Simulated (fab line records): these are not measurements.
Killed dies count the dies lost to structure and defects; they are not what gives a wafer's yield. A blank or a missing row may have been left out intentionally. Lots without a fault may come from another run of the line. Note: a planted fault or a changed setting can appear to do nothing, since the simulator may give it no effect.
Lot-split experiment -- flow n5 finfet -- route with 1938 steps; 7 lots, 21 wafers read

## ON THE SPLIT
At N5_ZERO_LAYER_COAT_05 (resist thk 1000 nm), the setting spin rpm was moved away from the recipe's 1500 rpm on 9 of the 21 wafers read, by -10.3% to +10.7%. All remaining wafers had this setting at the recipe value.

The split's own step is where the reading is taken.

## THE READING
coat_of_ZERO_LAYER_COAT_05.thk nm (the simulator's own value, which no gauge read), in nm, at N5_ZERO_LAYER_COAT_05 (resist thk 1000 nm). The file does not state a usual value for it. Across the 12 wafers here that went through the recipe, the average is 1000.2 nm and the standard deviation 2.4 nm.

wafer,"tool, chamber at the split","spin rpm as run, rpm",against the recipe,"coat_of_ZERO_LAYER_COAT_05.thk nm, nm",against lot-mates on the recipe
L078.1,"litho track-03, 0",1633,+8.9%,960,-39.9
L078.3,"litho track-03, 0",1500,recipe,998.8,-
L078.5,"litho track-03, 0",1500,recipe,1001,-
L080.2,"litho track-01, 0",1500,recipe,1001,-
L080.3,"litho track-01, 0",1445,-3.7%,1020,+19.0
L080.4,"litho track-01, 0",1445,-3.7%,1019,+18.0
L082.3,"litho track-02, 0",1500,recipe,1000,-
L082.5,"litho track-02, 0",1500,recipe,997.7,-
L082.6,"litho track-02, 0",1500,recipe,999,-
L085.1,"litho track-02, 0",1561,+4.1%,975,-27.0
L085.5,"litho track-02, 0",1500,recipe,1002,-
L085.6,"litho track-02, 0",1561,+4.1%,981.8,-20.2
L089.3,"litho track-02, 0",1500,recipe,996.5,-
L089.5,"litho track-02, 0",1500,recipe,998.9,-
L089.6,"litho track-02, 0",1661,+10.7%,945.8,-51.9
L092.2,"litho track-02, 0",1346,-10.3%,1054,+55.6
L092.5,"litho track-02, 0",1346,-10.3%,1055,+56.6
L092.6,"litho track-02, 0",1500,recipe,998.4,-
L094.1,"litho track-03, 0",1500,recipe,1005,-
L094.3,"litho track-03, 0",1500,recipe,1004,-
L094.4,"litho track-03, 0",1369,-8.7%,1051,+46.5

THE FIT
A straight line over all 21 wafers: coat_of_ZERO_LAYER_COAT_05.thk nm changes by -5.2 nm for each +1% of spin rpm; r = -0.99; the points scatter about the line by 2.8 nm.
The same after taking each lot's own level away (the mean of its wafers on the recipe; 21 wafers): -5.16 nm for each +1%; r = -1.00; scatter 2.4 nm.
Per that fit: largest spin rpm move, reading shift of 55 nm.
Measured against the standard deviation above, the lots' own levels, which go from 997.70 to 1004.50 nm, span 2.8 times it.
Consequently the slope shifts little with the lot-to-lot level, the two slopes agreeing.
Check: with one of the wafers moved furthest among these (+10.7%) left out of the fit, the line predicts -56 nm for it against its lot-mates. Against them it came out at -51.9 nm.

## THE WHOLE CHAIN: every reading that the file lists as answering this split, in the file's order
step,what it does,reading,change (the file's fit),r (the file's)
N5_ZERO_LAYER_COAT_05,resist thk 1000 nm,"coat_of_ZERO_LAYER_COAT_05.thk nm (the simulator's own value, which no gauge read)",-5.08 nm for each +1% of the setting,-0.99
N5_ZERO_LAYER_STRIP_24,strips in O2,strip time to endpoint s,withheld for each +1% of the setting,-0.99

## THE FILE'S OWN FIT
coat_of_ZERO_LAYER_COAT_05.thk nm changes by -5.08 nm for each +1% of spin rpm, r = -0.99.
